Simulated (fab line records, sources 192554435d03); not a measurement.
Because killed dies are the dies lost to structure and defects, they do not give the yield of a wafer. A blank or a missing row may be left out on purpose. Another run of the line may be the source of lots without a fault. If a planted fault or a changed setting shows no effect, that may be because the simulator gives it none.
fab line records	flow n5-finfet
[record] lots = 5	wafers = 13	last-day = 17
route steps=1938 shown FIN_SAQP@119 FIN_CUT@154 STI_FIN_REVEAL@196 PASSIVATION@1936
lots that met no fault: taken from a fault-free run of the same line
start-h: hours from the record's first day to the start of the lot's first wafer shown	wait-h: hours elapsed since this lot's preceding step	" unchanged from the row above	L1.1+2: a row that stands for several wafers	- value missing, or start not given	* or withheld: withheld	< > ~ a bound
route shown NAME@n: NAME is a module with steps in the file, n the number in the route of the first one	usual: mean and standard deviation over wafers with no fault	same: alike in all rows	chamber/n: place in a boat	sites: readings site by site	_std_site: how widely they spread, as a standard deviation	_edge_site: outer sites' mean less inner sites'	radius-mm: how far each site lies from the wafer's centre	mask NAME#n: copy n	behind: the tool/chamber that last shaped the wafer	hold: the reason the lot was held/the length of the hold in hours/how it ended	device: transistor that didn't switch, given as n, p or np	end of line: at the end of the route, the tests of the same wafers	a step without rows: its recipe alone	killed: not the wafer's yield, but the dies lost to structure and defects at the first sort	map: the dies of a wafer, with x for killed, . for not killed, _ for no die there
set.NAME: the setting the step ran with; set.NAME@STEP: the setting that earlier step ran with	model.NAME: the simulator's own value behind a step, which no gauge read
lots at some steps of the route; a table a step, a row a wafer
services: a tool's chamber out of use, with start hour (start-h, from the record's first day; less than 0 if before it), hours out, and reason
[[steps]]
[step N5_FIN_SAQP_STRIP_74]
[recipe] chemistry = CHF3/O2	resist = SiARC	rf-frequency-hz = 6e+07
[step N5_FIN_SAQP_MANDREL_ETCH_22]
[recipe] target-depth-a = 600	chemistry = HBr/Cl2	target = a-Si	stop-on = SiNx	bt-time-s = 10	over-etch-frac = 0.5	time-s = 30	pressure-mtorr = 10	icp-w = 800	bias-w = 75	HBr_flow_sccm = 150	Cl2_flow_sccm = 80	ends = end-point
[step N5_FIN_SAQP_STRIP_55]
[recipe] chemistry = N2/H2	power-w = 500	temp-c = 40	pressure-mtorr = 50	rf-frequency-hz = 6e+07	overash-fraction = 0.3	bias-power-w = 28	h2-frac = 0.5	n2-flow-sccm = 300	h2-flow-sccm = 300
[step N5_FIN_SAQP_STRIP_23]
[recipe] chemistry = SPM	time-s = 750	temp-c = 130	h2so4-h2o2-vol-ratio = 4
[step N5_FIN_SAQP_SRD_66]
[recipe] dry = ipa-marangoni	time-s = 30	temp-c = 23	rinse-liquid = diw
[step N5_FIN_SAQP_RECESS_75]
[recipe] chemistry = HF/NH3	target = SiO2	target-depth-a = 144	afs-cycles = 3	temp-c = 30	sublimation-temp-c = 180	sublimation-time-s = 60
[step N5_FIN_SAQP_SPACER1_ALD_24]
[recipe] material = SiO2	target-thk-a = 203	temp-c = 300	ald-precursor-family = BDEAS	ald-co-reactant = O2-plasma	pulse-time-s = 1	purge-time-s = 2	co-reactant-purge-time-s = 2	ald-cycles = 218	pressure-torr = 2
[step N5_FIN_SAQP_SPACER1_ETCHBACK_25]
[recipe] chemistry = CHF3/O2	mode = anisotropic-etchback	target = SiO2	target-depth-a = 244	time-s = 12.2	pressure-mtorr = 30	source-w = 650	bias-w = 170	Ar_flow_sccm = 200	CHF3_flow_sccm = 50	O2_flow_sccm = 5	ion-energy-ev = 200
[step N5_FIN_SAQP_MANDREL1_REMOVE_56]
[recipe] chemistry = HBr/Cl2/O2	bt-time-s = 10	target = a-Si	stop-on = SiNx	endpoint = OES-SiCl	over-etch-frac = 1	icp-w = 600	bias-w = 22	HBr_flow_sccm = 150	Cl2_flow_sccm = 80	O2_flow_sccm = 5	pressure-mtorr = 10
[step N5_FIN_SAQP_ETCH_57]
[recipe] chemistry = CH3F/O2	target = SiNx	mask-material = SiO2	target-depth-a = 325	time-s = 46.4	pressure-mtorr = 30	source-w = 395	bias-w = 73	Ar_flow_sccm = 150	CH3F_flow_sccm = 30	O2_flow_sccm = 20	ion-energy-ev = 120	ends = cleared
[step N5_FIN_SAQP_ETCH_65]
[recipe] chemistry = CF4	target = SiO2	target-depth-a = 40	ion-energy-ev = 350	time-s = 4.4	pressure-mtorr = 10	icp-w = 800	bias-w = 400	cf4-flow-sccm = 80
[step N5_FIN_SAQP_MANDREL_ETCH_58]
[recipe] chemistry = HBr/Cl2	target = a-Si	target-depth-a = 450	bt-time-s = 10	stop-on = SiNx	mask-material = SiO2	over-etch-frac = 0.8	time-s = 27	pressure-mtorr = 10	icp-w = 800	bias-w = 75	HBr_flow_sccm = 150	Cl2_flow_sccm = 80	ends = end-point
[usual] HBr_flow_sccm = 150.0/0.42	drypump-motor-current-A = 5.8/0.52	oes-product-au = 0.699/0.012	throttle-valve-pct = 35.5/0.31
[same] bt-time-s = 10	over-etch-frac = 0.8
lot.wafer	tool	chamber	start-h	wait-h	HBr_flow_sccm	drypump-motor-current-A	oes-product-au	rf-hours-counter-h	throttle-valve-pct	model.SiNx_of_FIN_SAQP_HM_DEP_03.thk-nm
L358.1	rie-si-06	1	42.56	0.0	150.4	6.1	0.715	59	35.4	38.2
L358.4	"	0	"	"	150.4	5.2	0.709	167	35.7	38.2
L358.6	"	2	"	"	150.3	5.5	0.686	-	35.8	38.4
L361.1	rie-si-06	3	59.63	0.0	150.1	6.1	0.690	51	35.8	38.73
L361.2	"	1	"	"	150.4	6.1	0.719	59	35.3	33.6
L361.3	"	2	"	"	148.9	5.5	0.683	31	35.9	38
L362.2	rie-si-06	2	66.47	0.0	149.8	5.5	0.694	31	35.9	33
L362.4	"	3	"	"	149.8	6.1	0.695	51	35.8	34.2
L366.2	rie-si-06	1	93.13	0.0	149.8	6.1	0.727	60	35.4	33.6
L366.4	"	2	"	"	149.9	5.5	0.689	32	35.8	33.8
L376.1	rie-si-05	0	152.30	0.0	150.3	6.4	0.701	112	35.6	37.92
L376.2	"	1	"	"	150.5	5.0	0.714	60	35.5	37.95
L376.4	"	3	"	"	150.7	5.2	0.723	7	35.5	38.4
[step N5_FIN_SAQP_RECESS_63]
[recipe] chemistry = HF/NH3	target = SiO2	target-depth-a = 180	afs-cycles = 3	temp-c = 30	sublimation-temp-c = 180	sublimation-time-s = 60
[step N5_FIN_SAQP_COAT_68]
[recipe] resist = SOC	temp-c = 250	time-s = 60	spin-rpm = 1500	resist-thk-nm = 100
[step N5_FIN_SAQP_ETCH_69]
[recipe] chemistry = N2/H2	target = SOC	target-depth-a = 1500	stop-on = SiNx	ion-energy-ev = 100	bias-w = 61	pressure-mtorr = 30	source-w = 850	n2-flow-sccm = 200	h2-flow-sccm = 200
[step N5_FIN_SAQP_ETCH_67]
[recipe] chemistry = CH3F/O2	target = SiNx	target-depth-a = 300	mask-material = SOC	pressure-mtorr = 30	source-w = 395	bias-w = 73	Ar_flow_sccm = 150	CH3F_flow_sccm = 30	O2_flow_sccm = 20	ion-energy-ev = 120
[step N5_FIN_SAQP_STRIP_70]
[recipe] chemistry = N2/H2	power-w = 500	temp-c = 40	pressure-mtorr = 50	rf-frequency-hz = 6e+07	overash-fraction = 0.3	bias-power-w = 28	h2-frac = 0.5	n2-flow-sccm = 300	h2-flow-sccm = 300
[step N5_FIN_SAQP_RECESS_71]
[recipe] chemistry = HF/NH3	target = SiO2	target-depth-a = 30	afs-cycles = 1	temp-c = 30	sublimation-temp-c = 180	sublimation-time-s = 60
[step N5_FIN_SAQP_SPACER2_ALD_28]
[recipe] material = SiO2	target-thk-a = 81	temp-c = 300	ald-precursor-family = BDEAS	ald-co-reactant = O2-plasma	pulse-time-s = 1	purge-time-s = 2	co-reactant-purge-time-s = 2	pressure-torr = 2
[step N5_FIN_SAQP_SPACER2_ETCHBACK_29]
[recipe] chemistry = CHF3/O2	mode = anisotropic-etchback	target = SiO2	target-depth-a = 122	time-s = 6.1	pressure-mtorr = 30	source-w = 650	bias-w = 170	Ar_flow_sccm = 200	CHF3_flow_sccm = 50	O2_flow_sccm = 5	ion-energy-ev = 200
[step N5_FIN_SAQP_MANDREL2_REMOVE_60]
[recipe] chemistry = HBr/Cl2/O2	bt-time-s = 10	target = a-Si	stop-on = SiNx	endpoint = OES-SiCl	over-etch-frac = 1	icp-w = 600	bias-w = 22	HBr_flow_sccm = 150	Cl2_flow_sccm = 80	O2_flow_sccm = 5	pressure-mtorr = 10
[step N5_FIN_SAQP_HM_OPEN_33]
[recipe] chemistry = CH3F/O2	target = SiNx	mask-material = SiO2	target-depth-a = 494	time-s = 70.6	pressure-mtorr = 30	source-w = 395	bias-w = 73	Ar_flow_sccm = 150	CH3F_flow_sccm = 30	O2_flow_sccm = 20	ion-energy-ev = 120	ends = cleared
[usual] drypump-motor-current-A = 6.0/0.44	etch-rf-on-time-s = 69.6/1.5	oes-product-au = 0.66/0.068	rf-vpp-V = 296/5.2	showerhead-plenum-p-Torr = 1.99/0.058	throttle-valve-pct = 16.28/0.24
lot.wafer	tool	chamber	start-h	wait-h	drypump-motor-current-A	etch-rf-on-time-s	oes-product-au	rf-hours-counter-h	rf-vpp-V	showerhead-plenum-p-Torr	throttle-valve-pct	model.etch.depth-nm
L358.1	rie-diel-03	2	44.09	0.0	6.0	70.5	0.64	177	298	2.08	16.79	37.47
L358.4	"	1	"	"	6.6	67.9	0.82	-	294	1.97	15.94	37.66
L358.6	"	0	"	"	5.4	70.5	0.64	-	296	2.01	16.35	37.71
L361.1	rie-diel-04	0	61.14	0.0	6.6	73.3	0.61	174	302	2.07	16.10	38.1
L361.2	"	3	"	"	6.1	61.0	0.73	73	305	1.95	16.04	33.03
L361.3	"	2	"	"	6.4	69.5	0.63	168	291	1.98	16.51	37.39
L362.2	rie-diel-04	1	68.06	0.2	6.1	60.2	0.61	187	297	2.07	16.12	32.43
L362.4	"	2	"	"	6.3	63.5	0.62	171	292	1.98	16.50	33.5
L366.2	rie-diel-04	3	96.18	0.0	6.1	61.1	0.72	85	304	1.95	16.07	32.97
L366.4	"	0	"	"	6.6	63.8	0.60	187	301	2.07	16.13	33.17
L376.1	rie-diel-04	3	154.69	0.2	6.1	68.7	0.69	108	305	1.94	16.09	37.29
L376.2	"	2	"	"	6.4	69.4	0.61	203	292	1.97	16.55	37.33
L376.4	"	2	"	"	6.3	70.1	0.61	-	293	1.97	16.57	37.75
[step N5_FIN_SAQP_ETCH_34]
[recipe] chemistry = C4F6/O2	target = SiO2	target-depth-a = 450	time-s = 15	ion-energy-ev = 250	pressure-mtorr = 30	source-w = 345	bias-w = 185	Ar_flow_sccm = 300	C4F6_flow_sccm = 10	O2_flow_sccm = 10	ends = cleared
[step N5_FIN_SAQP_STRIP_77]
[recipe] chemistry = N2/H2	time-s = 90	power-w = 100	temp-c = 40	pressure-mtorr = 100	rf-frequency-hz = 6e+07	bias-power-w = 3	n2-flow-sccm = 300	h2-flow-sccm = 300
[step N5_FIN_SAQP_ETCH_64]
[recipe] chemistry = CF4	target = SiO2	target-depth-a = 15	ion-energy-ev = 350	pressure-mtorr = 10	icp-w = 800	bias-w = 400	cf4-flow-sccm = 80
[step N5_FIN_SAQP_FIN_ETCH_36]
[recipe] chemistry = HBr/Cl2/O2	target-depth-a = 1200	mask-material = SiNx	time-s = 50.4	bias-w = 102	pressure-mtorr = 10	icp-w = 800	HBr_flow_sccm = 150	Cl2_flow_sccm = 80	O2_flow_sccm = 12
[step N5_FIN_SAQP_PRECLEAN_38]
[recipe] chemistry = O3/DIW	time-s = 45	temp-c = 22	o3-ppm = 10
[step N5_FIN_SAQP_PRECLEAN_45]
[recipe] chemistry = dHF	time-s = 10	dilution = 500:1	temp-c = 25
[step N5_FIN_SAQP_SRD_39]
[recipe] dry = ipa-marangoni	time-s = 30	temp-c = 23	rinse-liquid = diw
[step N5_FIN_CUT_COAT_18]
[recipe] resist = SOC	temp-c = 250	time-s = 60	spin-rpm = 1500	resist-thk-nm = 230
[step N5_FIN_CUT_COAT_19]
[recipe] resist = SiARC	temp-c = 220	time-s = 60	spin-rpm = 1500	resist-thk-nm = 20
[step N5_FIN_CUT_COAT_29]
[recipe] resist = underlayer	temp-c = 205	time-s = 60	spin-rpm = 1500	resist-thk-nm = 10
[step N5_FIN_CUT_COAT_02]
[recipe] resist = CAR-EUV	spin-rpm = 1500	resist-thk-nm = 30
[step N5_FIN_CUT_EBR_04]
[recipe] solvent = PGMEA	ebr-width-mm = 1.5
[step N5_FIN_CUT_SOFTBAKE_03]
[recipe] temp-c = 110	time-s = 60	resist = CAR-EUV
[step N5_FIN_CUT_EXPOSE_05]
[recipe] mask-id = FIN_CUT	na = 0.33	source-shape = annular	sigma-inner = 0.35	sigma-outer = 0.8	polarization = unpolarized	dose-mj = 45.75
[step N5_STI_FIN_REVEAL_RECESS_09]
[recipe] chemistry = HF/NH3	target = SiO2	afs-cycles = 11	target-depth-a = 425	temp-c = 30	sublimation-temp-c = 180	sublimation-time-s = 60
[usual] drypump-motor-current-A = 5.6/0.37	foreline-p-Torr = 0.1280/0.00051
lot.wafer	tool	chamber	start-h	wait-h	drypump-motor-current-A	foreline-p-Torr	model.SiNx_of_FIN_SAQP_HM_DEP_03.thk-nm
L358.1	vapor-etch-02	0	52.88	0.0	5.2	0.1275	18.2
L358.4	"	0	"	"	5.3	0.1282	18.2
L358.6	"	1	"	"	5.2	0.1278	18.4
L361.1	vapor-etch-02	0	69.16	0.0	5.2	0.1280	18.8
L361.2	"	1	"	"	5.2	0.1279	14
L361.3	"	1	"	"	5.2	0.1277	18.2
L362.2	vapor-etch-02	0	76.29	0.0	5.2	0.1277	13.2
L362.4	"	0	"	"	5.2	0.1280	14.6
L366.2	vapor-etch-02	0	104.32	0.0	5.2	0.1283	13.8
L366.4	"	1	"	"	5.2	0.1289	14
L376.1	vapor-etch-02	1	162.71	0.0	5.3	0.1286	18.2
L376.2	"	0	"	"	5.2	0.1281	18.4
L376.4	"	1	"	"	5.3	0.1282	18.8
[step N5_PASSIVATION_PROBE_49]
[usual] killed_at_M0_to_M3 = 34/11	killed_at_M4_up = 14/5.7	killed-at-contacts = 14/6.9	killed-at-front-end = 40/11	killed-at-other = 4/3.1	killed-dies = 105/17	killed-open = 70/13	killed-short = 34/7.6
[same] gross-dies = 1180	killed-at-back-side = 0
lot.wafer	tool	chamber	start-h	wait-h	killed_at_M0_to_M3	killed_at_M4_up	killed-at-contacts	killed-at-front-end	killed-at-other	killed-dies	killed-open	killed-short
L358.1	prober-01	-	284.83	0.0	33	31	6	35	3	108	74	33
L358.4	prober-01	-	284.98	0.2	31	17	5	29	2	84	59	24
L358.6	prober-01	-	285.08	0.3	29	11	2	44	3	89	61	28
L361.1	prober-01	-	309.04	0.0	42	14	15	64	0	135	84	50
L361.2	prober-01	-	309.09	0.1	26	12	21	34	2	95	66	28
L361.3	prober-01	-	309.14	0.1	30	10	16	36	2	94	70	23
L362.2	prober-01	-	313.44	0.1	49	6	11	51	2	119	67	51
L362.4	prober-01	-	313.54	0.2	32	15	15	32	2	96	58	35
L366.2	prober-01	-	343.54	0.1	41	10	13	37	1	102	62	39
L366.4	prober-01	-	343.64	0.2	34	13	14	36	1	98	60	38
// killed by level:class
L358.1 BEOL_M4:geometric-particle:open=19 BEOL_M3:geometric-particle:open=11 FIN_SAQP:geometric-particle:short=8 BEOL_M0_SAQP:geometric-particle:open=8 FIN_SAQP:geometric-particle:open=5 STI_FIN_REVEAL:geometric-particle:open=5 DUMMY_GATE:geometric-particle:open=5 MOL_CONTACT_COAG:geometric-particle:open=5
L358.4 BEOL_M4:geometric-particle:open=11 FIN_SAQP:geometric-particle:open=8 BEOL_M1:geometric-particle:open=7 DUMMY_GATE:geometric-particle:open=6 BEOL_M0_SAQP:geometric-particle:open=5 BEOL_M3:geometric-particle:open=5 BEOL_M0_SAQP:geometric-particle:short=4 STARTING-WAFER:geometric-particle:open=4
L358.6 BEOL_M3:geometric-particle:open=8 BEOL_M4:geometric-particle:open=8 DUMMY_GATE:geometric-particle:open=7 FIN_SAQP:geometric-particle:open=6 STI_FIN_REVEAL:geometric-particle:open=6 STARTING-WAFER:geometric-particle:open=6 BEOL_M1:geometric-particle:open=6 BEOL_M0_SAQP:geometric-particle:short=4
L361.1 FIN_SAQP:geometric-particle:open=21 FIN_SAQP:geometric-particle:short=18 BEOL_M0_SAQP:geometric-particle:open=16 MOL_CONTACT_COAG:geometric-particle:open=11 BEOL_M0_SAQP:geometric-particle:short=11 DUMMY_GATE:geometric-particle:open=6 BEOL_M7:geometric-particle:open=4 MOL_CONTACT_COAG:geometric-particle:short=4
L361.2 MOL_CONTACT_COAG:geometric-particle:open=20 BEOL_M4:geometric-particle:open=8 BEOL_M2:geometric-particle:open=7 FIN_SAQP:geometric-particle:open=6 BEOL_M3:geometric-particle:open=6 DUMMY_GATE:geometric-particle:short=5 DUMMY_GATE:geometric-particle:open=5 BEOL_M0_SAQP:geometric-particle:short=5
L361.3 FIN_SAQP:geometric-particle:open=12 MOL_CONTACT_COAG:geometric-particle:open=12 FIN_SAQP:geometric-particle:short=7 BEOL_M2:geometric-particle:open=7 BEOL_M0_SAQP:geometric-particle:short=6 BEOL_M0:geometric-particle:open=6 BEOL_M3:geometric-particle:open=6 MOL_CONTACT_COAG:geometric-particle:short=4
L362.2 BEOL_M0_SAQP:geometric-particle:open=15 FIN_SAQP:geometric-particle:open=14 BEOL_M0_SAQP:geometric-particle:short=12 FIN_SAQP:geometric-particle:short=10 BEOL_M2:geometric-particle:short=9 MOL_CONTACT_COAG:geometric-particle:open=8 STARTING-WAFER:geometric-particle:short=8 BEOL_M2:geometric-particle:open=6
L362.4 BEOL_M0_SAQP:geometric-particle:short=13 FIN_SAQP:geometric-particle:open=10 MOL_CONTACT_COAG:geometric-particle:open=9 BEOL_M3:geometric-particle:open=7 BEOL_M0_SAQP:geometric-particle:open=6 MOL_CONTACT_COAG:geometric-particle:short=5 ILD0:geometric-particle:open=5 BEOL_M4:geometric-particle:open=5
L366.2 BEOL_M3:geometric-particle:open=12 MOL_CONTACT_COAG:geometric-particle:open=10 BEOL_M0_SAQP:geometric-particle:short=10 BEOL_M0_SAQP:geometric-particle:open=8 GATE_CUT:geometric-particle:short=7 STI_FIN_REVEAL:geometric-particle:open=6 DUMMY_GATE:geometric-particle:open=4 BEOL_M2:geometric-particle:open=4
L366.4 BEOL_M3:geometric-particle:open=11 MOL_CONTACT_COAG:geometric-particle:open=10 BEOL_M0_SAQP:geometric-particle:short=8 FIN_SAQP:geometric-particle:open=7 BEOL_M2:geometric-particle:open=6 FIN_SAQP:geometric-particle:short=5 BEOL_M4:geometric-particle:open=5 MOL_CONTACT_COAG:geometric-particle:short=4
[[services]]
tool	chamber	start-h	hours	kind
rie-si-06	0	22.76	1.5	repair
vapor-etch-02	-	40.62	10.0	pm
rie-diel-03	3	42.17	-	clean
rie-diel-03	3	42.17	-	consumable-replace:focus-ring
rie-diel-03	3	42.17	19.3	scheduled-down
rie-diel-03	3	42.17	19.3	vent-cycle
rie-diel-03	-	95.44	6.3	repair
rie-diel-04	1	111.29	4.4	repair
rie-si-05	-	127.91	2.8	pm
rie-si-06	3	128.35	1.9	repair
vapor-etch-02	-	134.11	19.1	repair
rie-diel-04	0	137.60	42.6	repair
rie-si-06	-	154.13	28.1	pm
[[key]]
[first-sign] step = N5_FIN_SAQP_HM_OPEN_33	reading = etch-rf-on-time-s	direction = down	sigmas = 5.2	usual = *	struck = *
effect none on later readings
[model-effect] step = N5_FIN_SAQP_MANDREL_ETCH_58	value = SiNx_of_FIN_SAQP_HM_DEP_03.thk-nm	without = 38.26	struck = 33.64
[model-effect] step = N5_FIN_SAQP_HM_OPEN_33	value = etch.depth-nm	without = 37.64	struck = 33.02
[model-effect] step = N5_STI_FIN_REVEAL_RECESS_09	value = SiNx_of_FIN_SAQP_HM_DEP_03.thk-nm	without = 18.48	struck = 13.92
met-at N5_FIN_SAQP_MANDREL_ETCH_58
struck-wafers L361.2,L362.2,L362.4,L366.2,L366.4
tester-left-out L361,L362,L366
onset-between 42.56 59.63
[fault] kind = process-parameter-drift	tool = rie-si-06	chamber = -	onset-h = 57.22	steps = N5_FIN_SAQP_MANDREL_ETCH_58	channel = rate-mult	offset = 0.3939	shape = step	end-h = 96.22	scope = struck-wafers-only
// tester-left-out: of these lots the tester's yield and bins aren't shown, on N5 and GAA mostly nor the transistor test; their killed dies are dies lost to structure and defects alone, not to doping, threshold or leakage, so they don't give the yield
